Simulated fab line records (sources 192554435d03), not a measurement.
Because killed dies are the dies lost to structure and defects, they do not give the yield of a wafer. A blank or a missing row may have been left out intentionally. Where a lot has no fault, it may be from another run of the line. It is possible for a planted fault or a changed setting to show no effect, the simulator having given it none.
Which of the tools did it?    flow n5 finfet    Sampling: 24 lots, 72 wafers, 6 of 1938 route steps

## WHAT THE GAUGES READ, wafer by wafer
No reading from a measuring or inspecting step in the record can be judged against a usual standard deviation.

## WHAT TOOL EACH LOT RAN ON (gives the tool, then ch and the chambers of the sampled wafers, and finally the start)
lot   N5_BEOL_M0_CUTY_ETCH_62             N5_BEOL_M0_CUTY_ETCH_63             N5_BEOL_M0_STRIP_140                N5_BEOL_M0_DEGAS_112          N5_BEOL_M1_HM_DEP_02          N5_BEOL_M1_PRE_CLEAN_45
L074  rie diel-06 ch 0,3, day 5 19:50     rie diel-06 ch 0,3, day 5 19:53     rie diel-01 ch 1,2, day 5 21:36     pvd sputter-02, day 6 00:02   pvd sputter-01, day 6 02:39   pvd sputter-01, day 6 13:26
L075  rie diel-06 ch 0,1, day 6 04:01     rie diel-06 ch 0,1, day 6 04:03     rie diel-01 ch 0,1,2, day 6 04:29   pvd sputter-03, day 6 07:53   pvd sputter-03, day 6 12:17   pvd sputter-03, day 6 17:14
L076  rie diel-01 ch 0,2, day 6 06:23     rie diel-01 ch 0,2, day 6 06:26     rie diel-06 ch 0,1, day 6 08:15     pvd sputter-01, day 6 09:33   pvd sputter-03, day 6 12:55   pvd sputter-02, day 6 17:30
L077  rie diel-02 ch 2,3, day 6 10:25     rie diel-02 ch 2,3, day 6 10:27     rie diel-01 ch 0,2, day 6 12:19     pvd sputter-01, day 6 13:11   pvd sputter-01, day 6 16:49   pvd sputter-01, day 6 19:11
L078  rie diel-02 ch 0,1,3, day 6 23:13   rie diel-02 ch 0,1,3, day 6 23:16   rie diel-06 ch 1,2,3, day 7 00:17   pvd sputter-03, day 7 01:26   pvd sputter-02, day 7 05:22   pvd sputter-02, day 7 08:05
L079  rie diel-06 ch 1,2,3, day 6 23:35   rie diel-06 ch 1,2,3, day 6 23:38   rie diel-02 ch 0,1, day 7 00:28     pvd sputter-02, day 7 01:32   pvd sputter-02, day 7 05:28   pvd sputter-01, day 7 08:30
L080  rie diel-01 ch 0,2,3, day 7 12:41   rie diel-01 ch 0,2,3, day 7 12:44   rie diel-06 ch 1,2,3, day 7 17:58   pvd sputter-01, day 7 19:21   pvd sputter-01, day 8 00:28   pvd sputter-01, day 8 07:58
L081  rie diel-01 ch 0,2,3, day 7 14:25   rie diel-01 ch 0,2,3, day 7 14:28   rie diel-02 ch 1,2, day 7 17:26     pvd sputter-01, day 7 18:41   pvd sputter-01, day 8 00:16   pvd sputter-01, day 8 07:53
L082  rie diel-01 ch 1,3, day 7 18:37     rie diel-01 ch 1,3, day 7 18:39     rie diel-02 ch 1,2,3, day 7 19:33   pvd sputter-01, day 7 21:01   pvd sputter-03, day 8 01:42   pvd sputter-01, day 8 08:04
L083  rie diel-06 ch 0,2,3, day 8 01:51   rie diel-06 ch 0,2,3, day 8 01:54   rie diel-06 ch 1,2, day 8 04:14     pvd sputter-01, day 8 06:41   pvd sputter-01, day 8 11:07   pvd sputter-01, day 8 19:00
L084  rie diel-02 ch 1,2,3, day 8 13:44   rie diel-02 ch 1,2,3, day 8 13:47   rie diel-06 ch 2,3, day 8 14:16     pvd sputter-03, day 8 17:24   pvd sputter-01, day 8 19:49   pvd sputter-02, day 8 23:42
L085  rie diel-06 ch 1,3, day 8 14:50     rie diel-06 ch 1,3, day 8 14:52     rie diel-01 ch 2,3, day 8 17:29     pvd sputter-02, day 8 18:48   pvd sputter-01, day 8 22:10   pvd sputter-03, day 9 04:52
L086  rie diel-06 ch 0,1,2, day 9 01:00   rie diel-06 ch 0,1,2, day 9 01:02   rie diel-01 ch 0,1,2, day 9 03:58   pvd sputter-03, day 9 05:14   pvd sputter-02, day 9 10:43   pvd sputter-01, day 9 17:44
L087  rie diel-02 ch 0,3, day 9 11:03     rie diel-02 ch 0,3, day 9 11:06     rie diel-01 ch 0,2, day 9 11:30     pvd sputter-01, day 9 12:04   pvd sputter-01, day 9 16:32   pvd sputter-01, day 9 22:04
L088  rie diel-02 ch 1,2, day 9 11:37     rie diel-02 ch 1,2, day 9 11:40     rie diel-02 ch 0,1, day 9 20:54     pvd sputter-03, day 9 21:58   pvd sputter-01, day 10 01:13  pvd sputter-03, day 10 04:11
L089  rie diel-06 ch 0,2, day 9 15:27     rie diel-06 ch 0,2, day 9 15:29     rie diel-01 ch 2,3, day 9 20:38     pvd sputter-01, day 9 21:32   pvd sputter-02, day 10 01:06  pvd sputter-03, day 10 04:07
L091  rie diel-06 ch 0,3, day 10 04:10    rie diel-06 ch 0,3, day 10 04:12    rie diel-02 ch 0,2,3, day 10 07:02  pvd sputter-03, day 10 07:49  pvd sputter-02, day 10 16:28  pvd sputter-01, day 10 23:40
L090  rie diel-01 ch 1,2,3, day 10 04:16  rie diel-01 ch 1,2,3, day 10 04:19  rie diel-06 ch 0,1,3, day 10 06:53  pvd sputter-03, day 10 07:44  pvd sputter-01, day 10 13:41  pvd sputter-01, day 10 18:32
L092  rie diel-06 ch 1,2,3, day 10 10:46  rie diel-06 ch 1,2,3, day 10 10:49  rie diel-02 ch 0,2,3, day 10 12:26  pvd sputter-01, day 10 13:47  pvd sputter-02, day 10 18:15  pvd sputter-01, day 11 00:12
L093  rie diel-06 ch 0,2,3, day 10 19:02  rie diel-06 ch 0,2,3, day 10 19:04  rie diel-01 ch 1,2,3, day 10 22:32  pvd sputter-02, day 10 23:36  pvd sputter-01, day 11 02:30  pvd sputter-03, day 11 12:43
L094  rie diel-06 ch 0,2,3, day 10 19:19  rie diel-06 ch 0,2,3, day 10 19:22  rie diel-02 ch 2,3, day 10 22:36    pvd sputter-01, day 10 23:42  pvd sputter-01, day 11 02:47  pvd sputter-02, day 11 17:33
L095  rie diel-02 ch 0,2, day 11 00:53    rie diel-02 ch 0,2, day 11 00:56    rie diel-06 ch 0,1,3, day 11 01:39  pvd sputter-01, day 11 02:58  pvd sputter-02, day 11 07:16  pvd sputter-01, day 11 11:44
L096  rie diel-06 ch 1,3, day 11 13:40    rie diel-06 ch 1,3, day 11 13:43    rie diel-01 ch 0,1,2, day 11 14:26  pvd sputter-02, day 11 15:46  pvd sputter-03, day 11 20:20  pvd sputter-02, day 12 05:21
L097  rie diel-02 ch 0,2,3, day 11 20:42  rie diel-02 ch 0,2,3, day 11 20:44  rie diel-02 ch 1,3, day 12 01:52    pvd sputter-02, day 12 02:52  pvd sputter-03, day 12 05:26  pvd sputter-03, day 12 08:52
- N5_BEOL_M0_CUTY_ETCH_62: etches SiARC in CF4, time 58.5 s.
- N5_BEOL_M0_CUTY_ETCH_63: etches SOC in N2/H2, target depth 82.7 nm, overetch 16.5 nm, time 124 s.
- N5_BEOL_M0_STRIP_140: strips in CF4.
- N5_BEOL_M0_DEGAS_112: time 60 s.
- N5_BEOL_M1_HM_DEP_02: deposits TiN, target thk 20 nm.
- N5_BEOL_M1_PRE_CLEAN_45: time 30 s.

## WHAT THE TOOLS THEMSELVES READ (means of the sampled wafers that have a number; where no wafer has one, the mark that the record gives instead)
N5_BEOL_M0_CUTY_ETCH_62.
lot   tool         drypump motor current A (A)  etch rf on time s (s)  oes product au (a.u.)  rf vpp V (V)  showerhead plenum p Torr (Torr)  throttle valve pct (%)
L074  rie diel-06  5.4                          58.1                   0.60                   182.2         2.05                             15.76
L075  rie diel-06  5.3                          58.8                   0.63                   182.9         2.07                             15.69
L076  rie diel-01  5.4                          58.9                   0.62                   184.8         2.13                             15.57
L077  rie diel-02  6.2                          58.6                   0.59                   183.3         2.04                             15.60
L078  rie diel-02  5.8                          59.5                   0.60                   182.7         2.04                             15.63
L079  rie diel-06  5.2                          57.8                   0.75                   184.2         2.14                             15.43
L080  rie diel-01  5.7                          58.4                   0.69                   184.4         2.13                             15.59
L081  rie diel-01  5.8                          58.5                   0.68                   184.0         2.13                             15.60
L082  rie diel-01  6.5                          56.7                   0.84                   183.7         2.11                             15.58
L083  rie diel-06  5.4                          57.2                   0.80                   184.6         2.18                             15.42
L084  rie diel-02  5.8                          59.4                   0.66                   183.2         2.12                             15.55
L085  rie diel-06  5.0                          58.0                   0.72                   183.9         2.14                             15.33
L086  rie diel-06  5.3                          58.0                   0.74                   183.9         2.20                             15.53
L087  rie diel-02  5.9                          58.1                   0.61                   183.1         2.04                             15.64
L088  rie diel-02  5.4                          59.2                   0.72                   184.1         2.19                             15.55
L089  rie diel-06  5.5                          57.5                   0.78                   184.6         2.23                             15.51
L091  rie diel-06  5.4                          56.2                   0.79                   184.5         2.15                             15.25
L090  rie diel-01  6.0                          56.9                   0.79                   183.6         2.10                             15.44
L092  rie diel-06  5.2                          58.1                   0.72                   183.8         2.14                             15.48
L093  rie diel-06  5.4                          57.1                   0.76                   184.5         2.17                             15.47
L094  rie diel-06  5.4                          57.1                   0.76                   184.5         2.17                             15.47
L095  rie diel-02  5.5                          58.7                   0.66                   183.9         2.11                             15.64
L096  rie diel-06  5.0                          58.0                   0.69                   183.9         2.13                             15.38
L097  rie diel-02  5.9                          58.7                   0.65                   183.7         2.11                             15.59

N5_BEOL_M0_CUTY_ETCH_63.
lot   tool         drypump motor current A (A)  h2 flow sccm (sccm)  oes product au (a.u.)  rf vpp V (V)  showerhead plenum p Torr (Torr)  throttle valve pct (%)
L074  rie diel-06  5.4                          200.3                0.57                   520.6         2.44                             18.06
L075  rie diel-06  5.3                          199.9                0.61                   521.4         2.45                             17.98
L076  rie diel-01  5.4                          200.8                0.60                   523.0         2.52                             17.79
L077  rie diel-02  6.2                          199.7                0.57                   520.1         2.43                             17.92
L078  rie diel-02  5.8                          199.8                0.58                   520.1         2.42                             17.86
L079  rie diel-06  5.2                          200.7                0.72                   524.5         2.55                             17.64
L080  rie diel-01  5.7                          199.8                0.66                   523.0         2.52                             17.76
L081  rie diel-01  5.8                          199.7                0.65                   522.7         2.52                             17.76
L082  rie diel-01  6.5                          199.8                0.79                   522.2         2.50                             17.76
L083  rie diel-06  5.4                          200.1                0.76                   525.7         2.60                             17.72
L084  rie diel-02  5.8                          199.9                0.64                   523.7         2.52                             17.78
L085  rie diel-06  5.0                          200.2                0.69                   522.6         2.53                             17.51
L086  rie diel-06  5.3                          199.9                0.71                   525.8         2.62                             17.76
L087  rie diel-02  5.9                          199.7                0.58                   520.9         2.42                             17.95
L088  rie diel-02  5.4                          199.9                0.70                   525.7         2.61                             17.74
L089  rie diel-06  5.5                          199.2                0.74                   527.1         2.67                             17.83
L091  rie diel-06  5.4                          200.2                0.74                   524.7         2.56                             17.54
L090  rie diel-01  5.9                          200.1                0.75                   523.0         2.49                             17.62
L092  rie diel-06  5.2                          199.9                0.69                   524.4         2.54                             17.68
L093  rie diel-06  5.5                          200.0                0.72                   525.3         2.59                             17.74
L094  rie diel-06  5.5                          200.0                0.72                   524.9         2.59                             17.74
L095  rie diel-02  5.5                          199.9                0.64                   523.4         2.51                             17.93
L096  rie diel-06  5.0                          200.3                0.66                   523.6         2.52                             17.56
L097  rie diel-02  5.8                          199.8                0.62                   522.3         2.51                             17.88

N5_BEOL_M0_STRIP_140.
lot   tool         drypump motor current A (A)  oes product au (a.u.)  power w (W)  rf vpp V (V)  showerhead plenum p Torr (Torr)  throttle valve pct (%)
L074  rie diel-01  5.6                          0.69                   300.1        269.7         1.77                             13.75
L075  rie diel-01  5.9                          0.73                   299.7        269.1         1.78                             13.73
L076  rie diel-06  5.1                          0.77                   300.3        270.5         1.77                             13.51
L077  rie diel-01  5.7                          0.76                   300.7        271.4         1.79                             13.54
L078  rie diel-06  5.2                          0.87                   299.3        271.5         1.80                             13.39
L079  rie diel-02  5.5                          0.71                   300.5        270.6         1.72                             13.69
L080  rie diel-06  5.2                          0.85                   300.2        271.6         1.80                             13.41
L081  rie diel-02  5.4                          0.89                   299.6        273.0         1.84                             13.48
L082  rie diel-02  5.8                          0.78                   299.8        269.6         1.78                             13.54
L083  rie diel-06  5.1                          0.81                   300.3        270.0         1.81                             13.49
L084  rie diel-06  5.4                          0.88                   300.3        270.2         1.78                             13.34
L085  rie diel-01  5.8                          0.92                   299.9        270.3         1.77                             13.37
L086  rie diel-01  5.9                          0.88                   299.7        271.2         1.78                             13.38
L087  rie diel-01  5.4                          0.89                   299.0        270.2         1.78                             13.25
L088  rie diel-02  5.5                          0.70                   299.9        268.2         1.71                             13.77
L089  rie diel-01  5.8                          0.90                   299.4        270.2         1.77                             13.40
L091  rie diel-02  5.8                          0.77                   300.7        271.5         1.77                             13.56
L090  rie diel-06  5.2                          0.85                   298.5        272.0         1.82                             13.29
L092  rie diel-02  5.8                          0.76                   300.0        269.1         1.77                             13.56
L093  rie diel-01  6.0                          0.89                   299.6        270.6         1.76                             13.40
L094  rie diel-02  5.8                          0.82                   299.2        273.1         1.83                             13.46
L095  rie diel-06  5.2                          0.84                   300.2        271.6         1.82                             13.31
L096  rie diel-01  5.9                          0.84                   299.7        270.8         1.77                             13.42
L097  rie diel-02  5.7                          0.86                   301.4        272.4         1.84                             13.37

N5_BEOL_M0_DEGAS_112.
lot   tool            heater power w (W)
L074  pvd sputter-02  331
L075  pvd sputter-03  304
L076  pvd sputter-01  335
L077  pvd sputter-01  309
L078  pvd sputter-03  319
L079  pvd sputter-02  351
L080  pvd sputter-01  310
L081  pvd sputter-01  334
L082  pvd sputter-01  289
L083  pvd sputter-01  315
L084  pvd sputter-03  317
L085  pvd sputter-02  342
L086  pvd sputter-03  298
L087  pvd sputter-01  329
L088  pvd sputter-03  305
L089  pvd sputter-01  333
L091  pvd sputter-03  304
L090  pvd sputter-03  287
L092  pvd sputter-01  309
L093  pvd sputter-02  341
L094  pvd sputter-01  310
L095  pvd sputter-01  307
L096  pvd sputter-02  371
L097  pvd sputter-02  369

N5_BEOL_M1_HM_DEP_02.
lot   tool            throttle valve pct (%)
L074  pvd sputter-01  30.3
L075  pvd sputter-03  30.6
L076  pvd sputter-03  30.1
L077  pvd sputter-01  30.8
L078  pvd sputter-02  29.0
L079  pvd sputter-02  29.2
L080  pvd sputter-01  31.0
L081  pvd sputter-01  31.4
L082  pvd sputter-03  29.7
L083  pvd sputter-01  30.2
L084  pvd sputter-01  30.9
L085  pvd sputter-01  31.5
L086  pvd sputter-02  29.1
L087  pvd sputter-01  30.8
L088  pvd sputter-01  31.3
L089  pvd sputter-02  28.8
L091  pvd sputter-02  28.8
L090  pvd sputter-01  30.8
L092  pvd sputter-02  29.5
L093  pvd sputter-01  31.4
L094  pvd sputter-01  30.7
L095  pvd sputter-02  29.0
L096  pvd sputter-03  29.7
L097  pvd sputter-03  31.1

N5_BEOL_M1_PRE_CLEAN_45.
lot   tool            heater power w (W)
L074  pvd sputter-01  284
L075  pvd sputter-03  294
L076  pvd sputter-02  330
L077  pvd sputter-01  316
L078  pvd sputter-02  354
L079  pvd sputter-01  325
L080  pvd sputter-01  306
L081  pvd sputter-01  309
L082  pvd sputter-01  313
L083  pvd sputter-01  289
L084  pvd sputter-02  349
L085  pvd sputter-03  298
L086  pvd sputter-01  307
L087  pvd sputter-01  312
L088  pvd sputter-03  284
L089  pvd sputter-03  294
L091  pvd sputter-01  309
L090  pvd sputter-01  330
L092  pvd sputter-01  333
L093  pvd sputter-03  284
L094  pvd sputter-02  386
L095  pvd sputter-01  329
L096  pvd sputter-02  378
L097  pvd sputter-03  293

## THE ANSWER, worked out from the rows above alone
Rule: the lots themselves supply what counts as usual. Put in order of their means at a reading, lots are off if they are a third of the lots or fewer, leave a main group of 4 or more, and stand apart from it by a gap of 3 or more times the standard deviation of the main group's means; of several such gaps the widest counts. The tables above print the reading to a certain number of digits; a main group whose means all agree to those digits is not used. A lot without any number at a reading at which 4 lots or more have one is off too. Any other lot the step has rows for is counted as sound. Order of review: gauges by route order, followed by the tools' own readings, for which a lot's mean as printed above is used. At the first step where some lot is off, the reading lying furthest off is the one used; lots without a number count as furthest.
None of the lots is off at any reading shown; this tells nothing.

## WHAT WAS PUT IN BY THE SIMULATOR
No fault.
